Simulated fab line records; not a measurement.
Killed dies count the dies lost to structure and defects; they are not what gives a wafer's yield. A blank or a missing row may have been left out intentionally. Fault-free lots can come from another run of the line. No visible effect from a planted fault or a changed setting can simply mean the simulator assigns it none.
Chamber matching + flow n5 finfet + N5_BEOL_M4_ILD_DEP_00 on pecvd-03: 3 sister chambers
The step deposits SiOC from DEMS/O2, target thk 79 nm, time 15.3 s. 14 wafers are shown with their chamber, then 6 later ones without.

== WAFERS PAIRED WITH THEIR CHAMBERS ==
| wafer  | chamber | throttle valve pct (%) | heater power w (W) | showerhead plenum p Torr (Torr) |
|--------|---------|------------------------|--------------------|---------------------------------|
| L693.3 | 1       | 12.4                   | 500                | 5.686                           |
| L693.4 | 2       | 11.3                   | 365                | 5.689                           |
| L693.6 | 0       | 11.9                   | 380                | 5.663                           |
| L694.1 | 2       | 11.1                   | 407                | 5.698                           |
| L694.2 | 1       | 12.7                   | 461                | 5.698                           |
| L694.5 | 2       | 11.3                   | 411                | 5.705                           |
| L695.1 | 2       | 11.2                   | 403                | 5.708                           |
| L695.3 | 0       | 11.6                   | 435                | 5.673                           |
| L695.6 | 1       | 12.6                   | 463                | 5.680                           |
| L698.4 | 1       | 12.5                   | 464                | 5.706                           |
| L698.5 | 2       | 11.1                   | 365                | 5.714                           |
| L701.3 | 0       | 11.8                   | 450                | 5.690                           |
| L701.5 | 1       | 12.6                   | 519                | 5.690                           |
| L701.6 | 0       | 11.4                   | 460                | 5.672                           |

SIGNATURES, as means of the wafers listed above
| reading                  | chamber 0 | chamber 1 | chamber 2 | scatter within a chamber |
|--------------------------|-----------|-----------|-----------|--------------------------|
| throttle valve pct       | 11.675    | 12.560    | 11.200    | 0.148                    |
| heater power w           | 431.25    | 481.40    | 390.20    | 28.3                     |
| showerhead plenum p Torr | 5.67450   | 5.69200   | 5.70280   | 0.0103                   |
Rule: for each reading, subtract the chamber's mean from the wafer's reading, divide by that reading's scatter and square the result; add these up over the readings and take the root, which gives the wafer's distance from the chamber. If the next closest chamber is less than 2 further off than the closest, the wafer can't be placed; otherwise it belongs to the closest. The scatter: the root of (the sum of the squares of (reading less its chamber's mean) over the shown wafers, divided by (wafers less chambers)).

== WAFERS WITH NO CHAMBER GIVEN ==
| wafer  | throttle valve pct (%) | heater power w (W) | showerhead plenum p Torr (Torr) |
|--------|------------------------|--------------------|---------------------------------|
| L702.2 | 11.2                   | 408                | 5.709                           |
| L702.5 | 12.2                   | 547                | 5.693                           |
| L702.6 | 11.4                   | 405                | 5.685                           |
| L715.2 | 11.6                   | 431                | 5.684                           |
| L715.3 | 11.2                   | 418                | 5.696                           |
| L715.6 | 11.4                   | 422                | 5.725                           |

== THE CHAMBER EACH PASSED THROUGH ==
| wafer  | from the rows above     | in truth |
|--------|-------------------------|----------|
| L702.2 | 2                       | 2        |
| L702.5 | 1                       | 1        |
| L702.6 | can't be placed: 2 or 0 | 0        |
| L715.2 | 0                       | 0        |
| L715.3 | 2                       | 2        |
| L715.6 | 2                       | 2        |
Correctly placed: 5 of 6. Unplaceable from these rows: 1, with the true chamber sitting among the candidates in 1. 0 placed wrongly.
